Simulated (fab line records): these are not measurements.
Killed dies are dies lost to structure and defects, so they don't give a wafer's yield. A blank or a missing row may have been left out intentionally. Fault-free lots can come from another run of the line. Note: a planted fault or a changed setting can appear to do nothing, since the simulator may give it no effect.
Chamber matching | flow n5_finfet | rie_diel-04 running N5_BEOL_M6_ETCH_65: 4 sister chambers
The step etches SiARC in CF4, target depth 15.6 nm, time 26 s. 4 wafers are shown with their chamber, then 11 later ones without.

WAFERS WITH THEIR CHAMBER
wafer  | chamber | drypump_motor_current_A (A)
L081.5 | 1       | 6.0
L081.6 | 0       | 5.0
L083.4 | 2       | 5.1
L085.2 | 3       | 6.2

WAFERS WITH NO CHAMBER GIVEN
wafer  | drypump_motor_current_A (A)
L085.4 | 6.1
L085.6 | 5.1
L087.1 | 6.0
L087.3 | 5.1
L087.6 | 6.2
L089.1 | 5.1
L089.2 | 6.2
L089.3 | 5.0
L095.2 | 5.1
L095.3 | 6.2
L095.6 | 5.0

WHICH CHAMBER EACH ONE RAN IN
wafer  | from the rows above     | in truth
L085.4 | can't be placed: 1 or 3 | 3
L085.6 | 2                       | 2
L087.1 | 1                       | 1
L087.3 | 2                       | 2
L087.6 | 3                       | 3
L089.1 | 2                       | 2
L089.2 | 3                       | 3
L089.3 | 0                       | 0
L095.2 | 2                       | 2
L095.3 | 3                       | 3
L095.6 | 0                       | 0
Placed correctly: 10 of 11. Not placeable from these rows: 1 (in 1, the candidates include the true chamber). Wrongly placed: 0.
How it was worked out, from the rows above alone: a wafer's distance from a chamber is the root of the sum, over the readings, of the square of ((its reading less the chamber's mean) divided by the reading's scatter). If the next closest chamber is less than 2 further off than the closest, the wafer can't be placed; otherwise it belongs to the closest. A chamber's mean is the mean of its shown wafers. The scatter: root of mean squared gap, hidden wafer to nearest shown wafer, with one shown wafer a chamber.
